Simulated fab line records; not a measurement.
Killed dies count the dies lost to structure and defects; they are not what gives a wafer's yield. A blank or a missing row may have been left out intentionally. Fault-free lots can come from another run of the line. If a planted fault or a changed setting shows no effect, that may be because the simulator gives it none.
fab line records    flow nandHarc
record: lots: 13  wafers: 39  lastDay: 33
route steps=1302 shown A_CHANNEL_FILL_D1@496 A_DECK1_JOINT@526 END@1302
lots that met no fault: from a run of the same line without faults
startH: start of the lot's first displayed wafer, in hours after the record's first day    waitH: hours since the lot's step before    " same as the row above    L1.1+2: several wafers, shown together as one row    - no value, or no start was given    * or withheld: withheld    < > ~ a bound
route shown NAME@n: a module of which the file shows steps, and the number in the route of the first    usual: the fault-free wafers' mean and standard deviation    same: alike in all rows    chamber/n: place in a boat    sites: per-site readings    _std_site: standard deviation of those values    _edge_site: the outer-site mean with the inner-site mean subtracted    radiusMm: for every site, how far away it sits from the centre of the wafer    mask NAME#n: copy n    behind: the tool/chamber that last shaped the wafer    hold: what put the lot on hold/how long, in hours/how the hold closed    device: names the non-switching transistor (n, p or np)    end of line: tests run on the same wafers once the route is complete    step lacking rows: just its recipe    killed: dies that structure and defects cost at the first sort, which is not the same as the wafer's yield    map: per-die view of a wafer (x killed, . not killed, _ where there is no die)
set.NAME: the run value of the setting; set.NAME@STEP: its run value at that earlier step    model.NAME: the simulator's own value behind a step, which no gauge read
steps of the route over a sample of lots; a table a step, a row a wafer
services: from which hour (startH, from the record's first day; less than 0 if before it) a tool's chamber was out of use, for how many hours, and why
== steps ==
step: NHARC_A_CHANNEL_FILL_D1_ALD_16
recipe: targetThkA: 15  pulseTimeS: 10  aldCycles: 15  tempC: 300  material: SiO2
usual: heaterPowerW: 463/51  precursorPulseHeightRel: 0.999/0.019
same: aldCycles: 15
lot.wafer  tool      chamber  startH  waitH  heaterPowerW  precursorPulseHeightRel
L336.2     aldHk-04  3        214.56  4.1    423           0.997
L336.1     "         0        "       "      399           1.007
L336.5     "         1        "       "      423           1.014
L335.1     aldHk-04  3        214.70  4.3    424           0.975
L335.4     "         1        "       "      422           0.978
L335.6     "         3        "       "      425           1.008
L337.3     aldHk-03  0        231.57  0.0    424           1.001
L337.1     "         2        "       "      557           1.013
L337.2     "         3        "       "      547           0.979
L339.2     aldHk-04  1        238.74  0.0    417           1.019
L339.5     "         1        "       "      412           0.981
L339.6     "         2        "       "      453           0.969
L341.4     aldHk-04  3        265.23  0.0    454           1.006
L341.3     "         0        "       "      410           0.995
L341.6     "         3        "       "      450           1.008
L345.3     aldHk-04  2        310.18  0.1    473           0.988
L345.4     "         0        "       "      402           1.020
L345.5     "         2        "       "      470           0.988
L347.4     aldHk-03  2        321.01  0.1    552           0.992
L347.3     "         3        "       "      549           1.019
L347.6     "         1        "       "      489           0.994
L348.3     aldHk-03  2        342.36  0.0    560           0.960
L348.1     "         3        "       "      566           1.017
L348.4     "         1        "       "      492           1.011
L349.4     aldHk-03  3        346.47  0.4    568           0.991
L349.1     "         0        "       "      422           1.022
L349.3     "         1        "       "      488           0.985
L350.3     aldHk-04  1        351.15  0.1    426           0.995
L350.1     "         2        "       "      465           1.027
L350.4     "         3        "       "      455           0.993
L354.1     aldHk-01  2        394.90  0.1    456           1.023
L354.4     "         3        "       "      543           1.031
L354.6     "         1        "       "      473           1.023
L357.4     aldHk-04  3        416.97  0.2    471           1.024
L357.3     "         0        "       "      413           1.021
L357.2     "         1        "       "      423           0.995
L358.1     aldHk-03  3        428.89  0.0    574           0.993
L358.3     "         0        "       "      421           1.030
L358.6     "         3        "       "      567           0.975
step: NHARC_A_CHANNEL_FILL_D1_ALD_25
recipe: targetThkA: 600  pulseTimeS: 10  aldCycles: 600  tempC: 300  material: SiOx
usual: heaterPowerW: 481/51  precursorPulseHeightRel: 0.998/0.02
same: aldCycles: 600
lot.wafer  tool      chamber  startH  waitH  heaterPowerW  precursorPulseHeightRel
L335.4     aldHk-01  1        238.32  0.1    465           1.040
L335.1     "         3        239.56  1.3    502           1.033
L335.6     "         2        241.43  3.2    481           1.033
L336.2     aldHk-03  0        238.93  0.7    426           0.996
L336.1     "         2        240.16  1.9    544           0.985
L336.5     "         0        241.39  3.1    418           0.983
L337.2     aldHk-03  1        255.96  0.1    485           0.993
L337.3     "         2        "       "      549           1.003
L337.1     "         3        "       "      567           0.990
L339.2     aldHk-03  0        264.72  1.9    426           1.038
L339.6     "         1        "       "      490           1.023
L339.5     "         2        "       "      530           0.975
L341.3     aldHk-04  3        289.81  0.7    462           1.015
L341.4     "         1        291.05  1.9    427           0.986
L341.6     "         3        292.28  3.1    452           0.989
L345.3     aldHk-01  3        336.59  0.7    533           1.023
L345.4     "         0        "       "      473           0.996
L345.5     "         3        339.11  3.2    528           0.996
L347.3     aldHk-03  0        346.98  0.1    431           1.020
L347.4     "         2        348.21  1.3    559           1.021
L347.6     "         0        349.45  2.5    416           0.959
L348.3     aldHk-03  0        367.05  0.1    419           1.002
L348.4     "         1        "       "      482           1.005
L348.1     "         2        "       "      560           0.988
L350.3     aldHk-03  3        375.24  0.0    584           1.005
L350.4     "         1        376.48  1.3    497           1.023
L350.1     "         2        "       "      541           1.013
L349.1     aldHk-04  0        375.24  0.1    402           1.026
L349.3     "         1        "       "      425           0.972
L349.4     "         2        "       "      470           1.021
L354.1     aldHk-03  3        420.80  1.3    563           1.022
L354.4     "         0        "       "      438           1.000
L354.6     "         2        422.63  3.1    585           1.023
L357.3     aldHk-03  3        441.20  0.7    577           1.000
L357.4     "         0        "       "      428           1.001
L357.2     "         1        "       "      460           1.019
L358.3     aldHk-01  3        453.71  0.7    556           0.973
L358.1     "         0        "       "      488           1.012
L358.6     "         2        455.53  2.5    468           0.982
step: NHARC_A_CHANNEL_FILL_D1_CMP_10
recipe: targetThkNm: 150
usual: motorCurrentA: 11.9/0.6  slurryFlowMlMin: 150.0/0.42  timeToEndpointS: 15.4/2.4
lot.wafer  tool    chamber  startH  waitH  motorCurrentA  slurryFlowMlMin  timeToEndpointS
L335.1     cmp-04  1        249.64  0.4    12.4           149.6            16.9
L335.4     "       0        "       "      11.8           149.6            14.3
L335.6     "       1        "       "      12.7           149.6            16.4
L336.2     cmp-03  0        249.64  0.4    12.2           150.0            14.1
L336.1     "       1        "       "      11.3           149.9            12.8
L336.5     "       1        "       "      11.4           150.1            11.8
L337.3     cmp-03  2        267.43  0.4    11.9           150.1            17.2
L337.2     "       0        "       "      12.2           149.1            19.7
L337.1     "       1        "       "      11.8           149.9            18.2
L339.2     cmp-03  1        274.26  0.4    11.3           150.1            14.8
L339.5     "       3        "       "      11.7           150.0            14.7
L339.6     "       0        "       "      12.2           150.8            17.5
L341.4     cmp-04  2        300.48  0.4    12.7           150.4            13.2
L341.3     "       0        "       "      12.2           150.8            15.6
L341.6     "       2        "       "      12.6           150.6            12.5
L345.4     cmp-02  0        347.37  0.4    11.0           150.8            17.0
L345.3     "       3        "       "      11.7           150.0            14.1
L345.5     "       1        "       "      12.5           150.2            16.3
L347.3     cmp-02  1        358.30  0.4    12.5           150.2            12.5
L347.4     "       0        "       "      11.5           150.0            13.8
L347.6     "       2        "       "      10.9           149.7            19.7
L348.1     cmp-03  3        378.70  0.4    11.1           149.8            13.0
L348.3     "       1        "       "      11.5           150.0            13.2
L348.4     "       2        "       "      11.4           149.7            12.9
L350.3     cmp-04  0        386.60  0.4    12.8           150.7            16.6
L350.4     "       1        "       "      12.4           149.9            18.9
L350.1     "       3        "       "      12.4           149.7            16.7
L349.4     cmp-03  1        386.60  0.4    11.2           150.3            15.1
L349.3     "       2        "       "      11.3           150.5            16.2
L349.1     "       0        "       "      12.2           149.6            15.9
L354.1     cmp-04  2        430.98  0.4    12.5           149.7            11.2
L354.4     "       3        "       "      12.2           150.3            18.1
L354.6     "       2        "       "      12.2           149.4            12.6
L357.2     cmp-03  1        451.87  0.4    10.9           149.9            12.1
L357.4     "       2        "       "      11.5           149.4            15.5
L357.3     "       0        "       "      11.9           149.9            17.9
L358.3     cmp-03  3        464.30  0.4    11.3           150.3            16.3
L358.1     "       0        "       "      11.9           149.8            16.0
L358.6     "       0        "       "      11.6           149.9            15.6
step: NHARC_A_DECK1_JOINT_CVD_12
recipe: targetThkA: 900  tempC: 620  pressureMtorr: 200  timeS: 1800  material: poly-Si
usual: pressureMtorr: 200.1/0.38  runLengthS: 1801.5/0.45  spikeTcLowerC: 619.9/1.6  timeS: 1800/0
lot.wafer  tool          chamber  startH  waitH  pressureMtorr  runLengthS  spikeTcLowerC  timeS
L335.1     lpcvdPoly-02  0        257.39  2.4    199.4          1801.2      617.5          1800
L335.4     "             0        "       "      199.6          1801.2      619.7          1800
L335.6     "             0        "       "      199.3          1801.2      618.6          1800
L336.1     lpcvdPoly-02  0        257.39  2.4    199.4          1801.7      617.7          1800
L336.2     "             0        "       "      200.1          1801.7      619.5          1800
L336.5     "             0        "       "      199.7          1801.7      618.4          1800
L337.1     lpcvdPoly-04  0        275.35  2.6    199.9          1801.5      619.9          1800
L337.2     "             0        "       "      200.1          1801.5      619.7          1800
L337.3     "             0        "       "      199.8          1801.5      618.7          1800
L339.2     lpcvdPoly-01  0        282.39  2.6    200.1          1801.1      621.7          1800
L339.5     "             0        "       "      200.6          1801.1      622.0          1800
L339.6     "             0        "       "      200.4          1801.1      621.6          1800
L341.3     lpcvdPoly-02  0        308.52  2.5    199.5          1801.7      619.9          1800
L341.4     "             0        "       "      199.7          1801.7      618.3          1800
L341.6     "             0        "       "      200.4          1801.7      621.1          1800
L345.3     lpcvdPoly-04  0        355.30  2.7    200.5          1801.5      619.1          1800
L345.4     "             0        "       "      200.1          1801.5      620.3          1800
L345.5     "             0        "       "      200.3          1801.5      618.5          1800
L347.3     lpcvdPoly-02  0        366.46  2.8    200.2          1801.2      617.7          1800
L347.4     "             0        "       "      200.4          1801.2      620.1          1800
L347.6     "             0        "       "      200.3          1801.2      616.8          1800
L348.1     lpcvdPoly-04  -        389.03  5.0    -              -           -              -
L348.3     "             -        "       "      -              -           -              -
L348.4     "             -        "       "      -              -           -              -
L349.1     lpcvdPoly-02  -        394.36  2.4    -              -           -              -
L349.3     "             -        "       "      -              -           -              -
L349.4     "             -        "       "      -              -           -              -
L350.1     lpcvdPoly-02  -        394.36  2.5    -              -           -              -
L350.3     "             -        "       "      -              -           -              -
L350.4     "             -        "       "      -              -           -              -
L354.1     lpcvdPoly-02  0        438.78  2.4    200.5          1802.1      620.4          1800
L354.4     "             0        "       "      200.3          1802.1      618.7          1800
L354.6     "             0        "       "      199.9          1802.1      618.3          1800
L357.2     lpcvdPoly-04  0        459.79  2.7    199.5          1801.8      621.9          1800
L357.3     "             0        "       "      200.3          1801.8      620.3          1800
L357.4     "             0        "       "      200.3          1801.8      619.9          1800
L358.1     lpcvdPoly-01  0        472.21  2.5    199.7          1801.4      622.3          1800
L358.3     "             0        "       "      200.2          1801.4      621.0          1800
L358.6     "             0        "       "      200.0          1801.4      621.1          1800
step: NHARC_END_SORT_01
recipe: tempC: 25
usual: killedAtArray: 47/18  killedAtOther: 0.9/1.1  killedAtPeriphery: 4/3.1  killedDies: 52/18  killedOpen: 3.1/1.5  killedShort: 2.4/1.5
same: grossDies: 677
lot.wafer  tool       chamber  startH  waitH  killedAtArray  killedAtOther  killedAtPeriphery  killedDies  killedOpen  killedShort
L348.1     prober-02  0        703.80  2.5    671            0              6                  677         1           2
L348.3     prober-02  0        705.39  3.1    671            0              6                  677         4           1
L348.4     prober-02  0        706.18  3.4    671            0              6                  677         5           1
L349.1     prober-01  0        703.83  2.5    671            0              6                  677         4           7
L349.3     prober-01  0        705.41  3.1    668            0              9                  677         5           3
L349.4     prober-01  0        706.20  3.4    673            0              4                  677         2           2
L350.1     prober-02  0        711.59  2.5    660            0              17                 677         7           6
L350.3     prober-02  0        713.19  3.1    666            1              10                 677         1           2
L350.4     prober-02  0        713.99  3.4    669            0              8                  677         4           2
killed by level:class
L348.1 A_DECK1_JOINT:areaCvd=643 A_CHANNEL_HOLE_D1:chamberFilmFlake=18 P_STI:chamberFilmFlake=4 A_STAIRCASE:chamberFilmFlake=3 A_CHANNEL_FILL_D2:chamberFilmFlake=2 A_WL_FILL:chamberFilmFlake=2 P_CONTACT:geometricParticle:open=1 A_CHANNEL_FILL_D1:geometricParticle:short=1
L349.1 A_DECK1_JOINT:areaCvd=590 A_CHANNEL_HOLE_D1:chamberFilmFlake=32 A_SLIT:chamberFilmFlake=20 A_CHANNEL_HOLE_D2:chamberFilmFlake=11 A_STAIRCASE:chamberFilmFlake=6 P_GATE:chamberFilmFlake=3 A_WL_FILL:geometricParticle:short=2 A_BONDPAD:chamberFilmFlake=2
L348.3 A_DECK1_JOINT:areaCvd=641 A_CHANNEL_HOLE_D1:chamberFilmFlake=17 A_STAIRCASE:chamberFilmFlake=5 P_STI:chamberFilmFlake=2 A_BONDPAD:chamberFilmFlake=2 P_CONTACT:geometricParticle:open=1 P_M0:geometricParticle:open=1 A_CHANNEL_FILL_D1:geometricParticle:open=1
L349.3 A_DECK1_JOINT:areaCvd=596 A_SLIT:chamberFilmFlake=26 A_CHANNEL_HOLE_D1:chamberFilmFlake=16 A_CHANNEL_HOLE_D2:chamberFilmFlake=15 A_BONDPAD:chamberFilmFlake=5 A_STAIRCASE:chamberFilmFlake=3 P_STI:chamberFilmFlake=2 P_CONTACT:geometricParticle:short=1
L348.4 A_DECK1_JOINT:areaCvd=625 A_CHANNEL_HOLE_D1:chamberFilmFlake=33 A_CHANNEL_FILL_D1:geometricParticle:open=3 A_STAIRCASE:chamberFilmFlake=3 P_STI:chamberFilmFlake=2 P_BONDPAD:chamberFilmFlake=2 A_CONTACT:chamberFilmFlake=2 P_M0:geometricParticle:short=1
L349.4 A_DECK1_JOINT:areaCvd=573 A_CHANNEL_HOLE_D1:chamberFilmFlake=41 A_SLIT:chamberFilmFlake=24 A_CHANNEL_HOLE_D2:chamberFilmFlake=14 A_CONTACT:chamberFilmFlake=5 A_STAIRCASE:chamberFilmFlake=4 A_ZERO_WELL:chamberFilmFlake=3 A_CHANNEL_FILL_D2:chamberFilmFlake=3
L350.1 A_DECK1_JOINT:areaCvd=607 A_CHANNEL_HOLE_D2:chamberFilmFlake=16 A_CHANNEL_HOLE_D1:chamberFilmFlake=10 P_CONTACT:chamberFilmFlake=8 A_CONTACT:chamberFilmFlake=6 A_SLIT:chamberFilmFlake=6 P_M2:chamberFilmFlake=4 A_STAIRCASE:chamberFilmFlake=4
L350.3 A_DECK1_JOINT:areaCvd=626 A_CHANNEL_HOLE_D2:chamberFilmFlake=14 A_CHANNEL_HOLE_D1:chamberFilmFlake=12 A_CONTACT:chamberFilmFlake=9 P_GATE:chamberFilmFlake=4 P_M2:chamberFilmFlake=3 P_CONTACT:chamberFilmFlake=2 A_DECK1_JOINT:geometricParticle:short=1
L350.4 A_DECK1_JOINT:areaCvd=600 A_CHANNEL_HOLE_D1:chamberFilmFlake=33 A_CHANNEL_HOLE_D2:chamberFilmFlake=19 A_CONTACT:chamberFilmFlake=10 P_CONTACT:chamberFilmFlake=3 P_M0:geometricParticle:short=2 P_ZERO_WELL:chamberFilmFlake=2 A_ONON_D1:geometricParticle:open=1
== services ==
tool          chamber  startH  hours  kind
aldHk-01      -        205.46  0.4    repair
lpcvdPoly-02  -        206.96  26.0   pm
aldHk-03      -        210.74  0.6    repair
aldHk-03      -        213.46  10.0   pm
cmp-04        -        218.11  4.0    pm
cmp-02        -        234.05  4.0    pm
aldHk-04      -        254.00  10.0   pm
cmp-03        -        260.00  4.0    pm
cmp-02        -        262.00  1.5    repair
cmp-03        -        264.35  1.9    repair
cmp-03        -        288.71  0.5    repair
aldHk-01      -        299.01  10.0   pm
cmp-04        -        316.11  4.0    pm
cmp-03        -        358.00  4.0    pm
cmp-03        -        364.24  1.2    repair
cmp-04        -        368.08  1.6    repair
cmp-03        -        376.99  1.2    repair
aldHk-03      -        391.46  10.0   pm
cmp-03        -        397.70  2.6    repair
cmp-04        -        414.11  4.0    pm
cmp-03        -        426.25  1.0    repair
cmp-03        -        448.09  0.6    repair
cmp-03        -        456.00  4.0    pm
cmp-04        -        467.90  3.2    repair
== key ==
firstSign: step: NHARC_A_DECK1_JOINT_CVD_12  reading: toolRecord  direction: missing
effect: step: NHARC_END_SORT_01  reading: killedAtArray  direction: up  sigmas: 35  usual: 47  struck: 669
moreKillsBornAt: NHARC_A_DECK1_JOINT_CVD_12@lpcvdPoly-02: 3592  NHARC_A_DECK1_JOINT_CVD_12@lpcvdPoly-04: 1909
metAt NHARC_A_DECK1_JOINT_CVD_12
struckLots L348,L349,L350
laterRowsLeftOut L348.1,L348.3,L348.4,L349.1,L349.3,L349.4,L350.1,L350.3,L350.4
testerLeftOut L348,L349,L350
notActingAt NHARC_A_CHANNEL_FILL_D1_ALD_16,NHARC_A_CHANNEL_FILL_D1_ALD_25,NHARC_A_CHANNEL_FILL_D1_CMP_10
onsetBetween 366.46 389.03
fault: kind: skippedStepWhole  tool: lpcvdPoly-02,lpcvdPoly-04  chamber: -  onsetH: 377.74  steps: NHARC_A_DECK1_JOINT_CVD_12  scope: struckLotsOnly
testerLeftOut: of these lots the tester's yield and bins aren't shown, on N5 and GAA mostly nor the transistor test; their killed dies are dies lost to structure and defects alone, not to doping, threshold or leakage, so they don't give the yield
laterRowsLeftOut: the simulator's readings of these wafers behind a module that went badly wrong aren't trusted and aren't shown, but for the sort
